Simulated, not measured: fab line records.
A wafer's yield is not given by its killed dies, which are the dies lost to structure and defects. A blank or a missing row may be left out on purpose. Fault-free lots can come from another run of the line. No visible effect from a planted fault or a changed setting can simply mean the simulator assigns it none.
Which of the tools did it? ; flow nandHarc ; 72 wafers from 24 lots sampled at 6 of the route's 1302 steps

## WHAT THE GAUGES READ, wafer by wafer
The record holds no reading of a measuring or inspecting step that can be judged against a usual standard deviation.

## TOOL THAT RAN EACH LOT (tool first, then ch and the chambers of the sampled wafers, then the start)
lot;NHARC_A_CONTACT_ETCH_114;NHARC_A_CONTACT_ETCH_96;NHARC_A_CONTACT_ETCH_75;NHARC_A_CONTACT_ETCH_127;NHARC_A_CONTACT_ETCH_128;NHARC_A_CONTACT_ETCH_133
L074;harCapEtch-02 ch 0,1, day 21 22:47;rieDiel-08 ch 1,2, day 22 08:43 or earlier;rieDiel-02 ch 1,2, day 22 08:43;harCapEtch-03 ch 1, day 22 10:44;harCapEtch-03 ch 1, day 22 10:55;harCapEtch-03 ch 1, day 22 11:48
L075;harCapEtch-03 ch 0,1, day 22 00:05;rieDiel-04 ch 0,1,2, day 22 10:10 or earlier;rieDiel-08 ch 0,1,2, day 22 10:10;harCapEtch-01 ch 0,1, day 22 12:12;harCapEtch-01 ch 0,1, day 22 12:22;harCapEtch-01 ch 0,1, day 22 13:17
L076;harCapEtch-02 ch 0, day 22 09:38;rieDiel-08 ch 1,2,3, day 22 18:38 or earlier;rieDiel-08 ch 2,3, day 22 18:38;harCapEtch-01 ch 0, day 22 20:41;harCapEtch-01 ch 0, day 22 20:51;harCapEtch-01 ch 0, day 22 21:47
L078;harCapEtch-02 ch 0,1, day 22 18:59;rieDiel-08 ch 0,2,3, day 23 04:32 or earlier;rieDiel-08 ch 0,2, day 23 04:32;harCapEtch-03 ch 0,1, day 23 06:36;harCapEtch-03 ch 0,1, day 23 06:46;harCapEtch-03 ch 0,1, day 23 07:44
L077;harCapEtch-01 ch 0,1, day 23 03:19;rieDiel-04 ch 0,1, day 23 12:14 or earlier;rieDiel-08 ch 0,1,2, day 23 12:14;harCapEtch-02 ch 0,1, day 23 14:29;harCapEtch-02 ch 0,1, day 23 14:43;harCapEtch-02 ch 0,1, day 23 16:01
L079;harCapEtch-02 ch 0,1, day 23 03:20;rieDiel-08 ch 1,2,3, day 23 13:07 or earlier;rieDiel-02 ch 2,3, day 23 13:07;harCapEtch-03 ch 0,1, day 23 15:16;harCapEtch-03 ch 0,1, day 23 15:26;harCapEtch-03 ch 0,1, day 23 16:22
L080;harCapEtch-03 ch 0,1, day 24 01:16;rieDiel-04 ch 2,3, day 24 13:15 or earlier;rieDiel-08 ch 1,2,3, day 24 13:15;harCapEtch-02 ch 0,1, day 24 15:17;harCapEtch-02 ch 0,1, day 24 15:27;harCapEtch-02 ch 0,1, day 24 16:22
L081;harCapEtch-01 ch 0,1, day 24 08:37;rieDiel-02 ch 0,2,3, day 24 20:45 or earlier;rieDiel-08 ch 0,1,2, day 24 20:45;harCapEtch-01 ch 0,1, day 24 22:58;harCapEtch-01 ch 0,1, day 24 23:09;harCapEtch-01 ch 0,1, day 25 00:07
L082;harCapEtch-03 ch 0,1, day 24 18:42;rieDiel-02 ch 1,2, day 25 03:01 or earlier;rieDiel-04 ch 1,2, day 25 03:01;harCapEtch-02 ch 0,1, day 25 05:16;harCapEtch-02 ch 0,1, day 25 05:26;harCapEtch-02 ch 0,1, day 25 06:26
L083;harCapEtch-03 ch 0,1, day 24 23:50;rieDiel-08 ch 1,2,3, day 25 10:10 or earlier;rieDiel-04 ch 0,1,2, day 25 10:10;harCapEtch-02 ch 0,1, day 25 12:10;harCapEtch-02 ch 0,1, day 25 12:21;harCapEtch-02 ch 0,1, day 25 13:18
L084;harCapEtch-03 ch 0,1, day 25 09:11;rieDiel-08 ch 1,2,3, day 25 16:57 or earlier;rieDiel-08 ch 0,1,2, day 25 16:57;harCapEtch-03 ch 0, day 25 18:59;harCapEtch-03 ch 0, day 25 19:10;harCapEtch-03 ch 0, day 25 20:05
L085;harCapEtch-01 ch 0,1, day 26 02:47;rieDiel-08 ch 0,1, day 26 11:17 or earlier;rieDiel-08 ch 0,3, day 26 11:17;harCapEtch-03 ch 0,1, day 26 13:21;harCapEtch-03 ch 0,1, day 26 13:32;harCapEtch-03 ch 0,1, day 26 14:29
L086;harCapEtch-02 ch 0,1, day 26 08:42;rieDiel-08 ch 0,3, day 26 21:03 or earlier;rieDiel-04 ch 0,1,2, day 26 21:03;harCapEtch-01 ch 0,1, day 26 23:25;harCapEtch-01 ch 0,1, day 26 23:36;harCapEtch-01 ch 0,1, day 27 00:32
L087;harCapEtch-03 ch 0,1, day 27 05:12;rieDiel-08 ch 0,1,3, day 27 13:03 or earlier;rieDiel-02 ch 0,1,3, day 27 13:03;harCapEtch-03 ch 0,1, day 27 15:04;harCapEtch-03 ch 0,1, day 27 15:14;harCapEtch-03 ch 0,1, day 27 16:07
L088;harCapEtch-02 ch 0,1, day 27 12:59;rieDiel-08 ch 0,1, day 27 21:24 or earlier;rieDiel-08 ch 1,2,3, day 27 21:24;harCapEtch-02 ch 0,1, day 27 23:40;harCapEtch-02 ch 0,1, day 27 23:54;harCapEtch-02 ch 0,1, day 28 01:11
L089;harCapEtch-01 ch 0,1, day 27 21:31;rieDiel-08 ch 1,3, day 28 00:08;rieDiel-08 ch 2,3, day 28 06:19;harCapEtch-02 ch 0,1, day 28 08:39;harCapEtch-02 ch 0,1, day 28 08:50;harCapEtch-02 ch 0,1, day 28 09:48
L090;harCapEtch-03 ch 0,1, day 28 13:13;rieDiel-08 ch 1,2,3, day 28 15:53;rieDiel-04 ch 0,1,3, day 28 22:34;harCapEtch-02 ch 0, day 29 00:49;harCapEtch-02 ch 0, day 29 01:03;harCapEtch-02 ch 0, day 29 02:17
L091;harCapEtch-01 ch 0, day 28 13:25;rieDiel-02 ch 1,2,3, day 28 23:49 or earlier;rieDiel-02 ch 0,2,3, day 28 23:49;harCapEtch-03 ch 0,1, day 29 02:35;harCapEtch-03 ch 0,1, day 29 02:46;harCapEtch-03 ch 0,1, day 29 03:38
L093;harCapEtch-03 ch 0,1, day 29 00:00;rieDiel-08 ch 2,3, day 29 02:43;rieDiel-08 ch 2,3, day 29 10:07;harCapEtch-03 ch 0,1, day 29 12:39;harCapEtch-03 ch 0,1, day 29 12:53;harCapEtch-03 ch 0,1, day 29 14:07
L092;harCapEtch-01 ch 0,1, day 29 00:25;rieDiel-08 ch 2,3, day 29 03:05;rieDiel-04 ch 0,2,3, day 29 10:14;harCapEtch-02 ch 0,1, day 29 12:17;harCapEtch-02 ch 0,1, day 29 12:28;harCapEtch-02 ch 0,1, day 29 13:25
L094;harCapEtch-01 ch 0,1, day 29 10:22;rieDiel-04 ch 0,3, day 29 19:40 or earlier;rieDiel-02 ch 0,3, day 29 19:40;harCapEtch-03 ch 0,1, day 29 21:44;harCapEtch-03 ch 0,1, day 29 21:55;harCapEtch-03 ch 0,1, day 29 22:52
L096;harCapEtch-03 ch 0,1, day 30 10:18;rieDiel-08 ch 0,1,2, day 30 18:14 or earlier;rieDiel-08 ch 1,2,3, day 30 18:14;harCapEtch-01 ch 1, day 30 20:15;harCapEtch-01 ch 1, day 30 20:25;harCapEtch-01 ch 1, day 30 21:20
L095;harCapEtch-02 ch 0,1, day 30 11:14;rieDiel-02 ch 0,1, day 30 20:37 or earlier;rieDiel-08 ch 0,3, day 30 20:37;harCapEtch-03 ch 0,1, day 30 22:37;harCapEtch-03 ch 0,1, day 30 22:48;harCapEtch-03 ch 0,1, day 30 23:41
L097;harCapEtch-03 ch 0,1, day 31 11:38;rieDiel-08 ch 0,1,2, day 31 21:20 or earlier;rieDiel-08 ch 0,2, day 31 21:20;harCapEtch-01 ch 0, day 31 23:22;harCapEtch-01 ch 0, day 31 23:32;harCapEtch-01 ch 0, day 32 00:25
- NHARC_A_CONTACT_ETCH_114: etches the open film in C4F8/O2/Ar, time 190 s, target depth 1850 nm.
- NHARC_A_CONTACT_ETCH_96: etches the open film in C4F6/O2, target depth 20 nm, time 10 s.
- NHARC_A_CONTACT_ETCH_75: etches the open film in CF4, target depth 39 nm, time 65 s.
- NHARC_A_CONTACT_ETCH_127: etches the open film in C4F8/O2/Ar, time 197 s, target depth 1918 nm.
- NHARC_A_CONTACT_ETCH_128: etches the open film in C4F8/O2/Ar, time 197 s, target depth 1918 nm.
- NHARC_A_CONTACT_ETCH_133: etches the open film in C4F8/O2/Ar, time 374 s, target depth 1610 nm.

## WHAT THE TOOLS THEMSELVES READ (means of the sampled wafers that have a number; where no wafer has one, the mark that the record gives instead)
NHARC_A_CONTACT_ETCH_96.
lot;tool;biasW (W);drypumpMotorCurrentA (A);oesProductAu (a.u.);rfVppV (V);showerheadPlenumPTorr (Torr);throttleValvePct (%)
L074;rieDiel-08;498.1;5.5;0.990;546;3.89;26.905
L075;rieDiel-04;501.4;5.9;0.950;550;4.07;26.900
L076;rieDiel-08;501.4;5.7;0.942;544;3.82;26.903
L078;rieDiel-08;500.9;5.8;0.943;547;3.94;26.908
L077;rieDiel-04;499.3;5.6;0.949;547;3.95;26.903
L079;rieDiel-08;499.7;5.7;0.946;545;3.82;26.907
L080;rieDiel-04;499.6;6.1;0.989;551;4.14;26.907
L081;rieDiel-02;501.2;5.9;0.945;548;3.98;26.906
L082;rieDiel-02;500.7;5.2;0.952;546;3.90;26.897
L083;rieDiel-08;500.1;5.7;0.938;545;3.81;26.904
L084;rieDiel-08;497.9;5.7;1.001;544;3.81;26.896
L085;rieDiel-08;498.7;6.1;0.973;548;3.96;26.897
L086;rieDiel-08;500.9;6.0;0.954;545;3.87;26.911
L087;rieDiel-08;498.3;6.0;0.947;547;3.91;26.909
L088;rieDiel-08;499.7;6.1;0.961;548;3.95;26.896
L089;rieDiel-08;501.0;5.8;0.972;543;3.74;26.898
L090;rieDiel-08;500.8;5.7;0.991;545;3.81;26.906
L091;rieDiel-02;499.3;5.4;0.997;547;3.92;26.903
L093;rieDiel-08;499.3;5.5;0.993;544;3.83;26.903
L092;rieDiel-08;499.9;5.5;0.956;545;3.82;26.901
L094;rieDiel-04;500.3;5.6;0.977;545;3.90;26.906
L096;rieDiel-08;501.1;5.9;0.947;548;3.97;26.909
L095;rieDiel-02;500.4;6.2;0.939;547;3.94;26.900
L097;rieDiel-08;500.5;5.9;0.999;548;3.97;26.910

NHARC_A_CONTACT_ETCH_75.
lot;tool;biasW (W);drypumpMotorCurrentA (A);oesProductAu (a.u.);rfVppV (V);showerheadPlenumPTorr (Torr);throttleValvePct (%)
L074;rieDiel-02;100.15;5.3;1.002;150.7;1.76;13.292
L075;rieDiel-08;99.92;5.9;1.008;150.8;1.80;13.273
L076;rieDiel-08;100.14;5.4;1.006;151.0;1.73;13.282
L078;rieDiel-08;99.79;6.0;1.011;152.5;1.85;13.287
L077;rieDiel-08;99.84;5.9;0.998;151.7;1.80;13.284
L079;rieDiel-02;100.29;5.5;1.001;151.5;1.78;13.274
L080;rieDiel-08;99.92;5.7;0.994;151.0;1.72;13.286
L081;rieDiel-08;100.27;5.9;1.002;151.0;1.80;13.280
L082;rieDiel-04;100.15;6.2;0.991;152.3;1.89;13.272
L083;rieDiel-04;100.17;5.9;1.001;152.1;1.83;13.286
L084;rieDiel-08;99.81;5.9;0.994;151.8;1.80;13.285
L085;rieDiel-08;99.97;6.0;0.993;151.1;1.74;13.283
L086;rieDiel-04;99.90;5.9;0.999;152.1;1.83;13.284
L087;rieDiel-02;100.05;5.8;1.001;151.3;1.78;13.290
L088;rieDiel-08;99.85;5.7;0.991;149.8;1.72;13.279
L089;rieDiel-08;99.73;5.6;1.000;150.9;1.69;13.278
L090;rieDiel-04;99.95;5.8;0.998;151.9;1.81;13.281
L091;rieDiel-02;99.97;5.9;1.000;151.9;1.78;13.287
L093;rieDiel-08;99.98;5.6;1.001;150.9;1.69;13.284
L092;rieDiel-04;100.22;5.9;0.999;151.8;1.81;13.280
L094;rieDiel-02;99.98;5.9;0.996;151.6;1.80;13.282
L096;rieDiel-08;100.20;5.7;1.003;150.0;1.71;13.291
L095;rieDiel-08;99.97;6.2;1.003;151.2;1.82;13.284
L097;rieDiel-08;99.97;5.7;1.000;150.5;1.80;13.285

## THE ANSWER, worked out from the rows above alone
Rule: what is usual is taken from the lots themselves. Put in order of their means at a reading, lots are off if they are a third of the lots or fewer, leave a main group of 4 or more, and stand apart from it by a gap of 3 or more times the standard deviation of the main group's means; of several such gaps the widest counts. A main group is skipped when, at the precision printed for the reading in the tables above, its means are all equal. Also off: a lot with no number at a reading for which 4 or more lots have one. Where the step has rows for the other lots, those lots are counted as sound. Order of review: gauges by route order, followed by the tools' own readings, for which a lot's mean as printed above is used. The first step at which some lot is off is used, and at that step the reading that is off furthest; a lot without a number counts as furthest.
None of the lots is off at any reading shown; this tells nothing.

## WHAT HAD BEEN PUT IN BY THE SIMULATOR
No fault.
